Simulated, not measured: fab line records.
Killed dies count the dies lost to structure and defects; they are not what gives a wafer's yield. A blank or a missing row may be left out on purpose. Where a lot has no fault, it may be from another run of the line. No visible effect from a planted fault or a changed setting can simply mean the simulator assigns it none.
Chamber matching | flow n5_finfet | N5_BEOL_M11_STRIP_19 on rie_diel-02: 4 sister chambers
The step strips in O2. 22 wafers are shown with their chamber, then 11 later ones without.

## WAFERS, EACH WITH ITS CHAMBER
wafer  | chamber | drypump_motor_current_A (A) | showerhead_plenum_p_Torr (Torr) | oes_product_au (a.u.)
L075.1 | 3       | 6.6                         | 2.17                            | 0.96
L075.3 | 0       | 5.1                         | 2.21                            | 0.79
L075.5 | 3       | 6.6                         | 2.17                            | 0.94
L079.1 | 1       | 6.2                         | 2.00                            | 0.73
L079.3 | 2       | 6.1                         | 2.07                            | 0.71
L079.5 | 1       | 6.2                         | 2.00                            | 0.73
L080.2 | 3       | 6.6                         | 2.16                            | 0.92
L080.3 | 2       | 6.2                         | 2.07                            | 0.71
L080.6 | 3       | 6.6                         | 2.16                            | 0.91
L083.2 | 0       | 5.1                         | 2.20                            | 0.78
L083.3 | 1       | 6.2                         | 2.00                            | 0.71
L083.6 | 2       | 6.2                         | 2.07                            | 0.71
L086.1 | 1       | 6.2                         | 1.99                            | 0.72
L086.3 | 3       | 6.6                         | 2.16                            | 0.91
L086.4 | 0       | 5.1                         | 2.20                            | 0.77
L084.1 | 1       | 6.2                         | 1.99                            | 0.71
L084.5 | 3       | 6.6                         | 2.16                            | 0.90
L084.6 | 2       | 6.1                         | 2.07                            | 0.71
L085.2 | 0       | 5.1                         | 2.20                            | 0.77
L085.3 | 3       | 6.6                         | 2.16                            | 0.91
L085.4 | 2       | 6.2                         | 2.07                            | 0.70
L087.2 | 1       | 6.2                         | 1.99                            | 0.72

SIGNATURES, as means of the wafers listed above
reading                  | chamber 0 | chamber 1 | chamber 2 | chamber 3 | scatter within a chamber
drypump_motor_current_A  | 5.100     | 6.200     | 6.160     | 6.600     | 0.0258
showerhead_plenum_p_Torr | 2.2025    | 1.9950    | 2.0700    | 2.1629    | 0.00452
oes_product_au           | 0.7775    | 0.7200    | 0.7080    | 0.9214    | 0.0138
Rule: a wafer's distance from a chamber is the root of the sum, over the readings, of the square of ((its reading less the chamber's mean) divided by the reading's scatter). The wafer belongs to the nearest chamber; if the next one is less than 2 further off, it can't be placed. How the scatter is found: for the shown wafers, subtract from each reading the mean of its chamber, square and add these, divide the total by (wafers less chambers), then take the root.

## WAFERS WITH NO CHAMBER GIVEN
wafer  | drypump_motor_current_A (A) | showerhead_plenum_p_Torr (Torr) | oes_product_au (a.u.)
L087.3 | 6.6                         | 2.16                            | 0.90
L087.5 | 6.2                         | 2.07                            | 0.70
L090.1 | 6.6                         | 2.16                            | 0.89
L090.5 | 5.1                         | 2.20                            | 0.77
L090.6 | 6.6                         | 2.16                            | 0.89
L093.3 | 6.1                         | 2.06                            | 0.70
L093.5 | 6.1                         | 1.99                            | 0.72
L093.6 | 5.1                         | 2.19                            | 0.77
L095.1 | 6.1                         | 2.06                            | 0.69
L095.2 | 6.6                         | 2.15                            | 0.88
L095.4 | 6.2                         | 1.99                            | 0.71

## THE CHAMBER EACH PASSED THROUGH
wafer  | from the rows above | in truth
L087.3 | 3                   | 3
L087.5 | 2                   | 2
L090.1 | 3                   | 3
L090.5 | 0                   | 0
L090.6 | 3                   | 3
L093.3 | 2                   | 2
L093.5 | 1                   | 1
L093.6 | 0                   | 0
L095.1 | 2                   | 2
L095.2 | 3                   | 3
L095.4 | 1                   | 1
Placed correctly: 11 of 11. Number that these rows cannot place: 0. Number placed wrongly: 0.
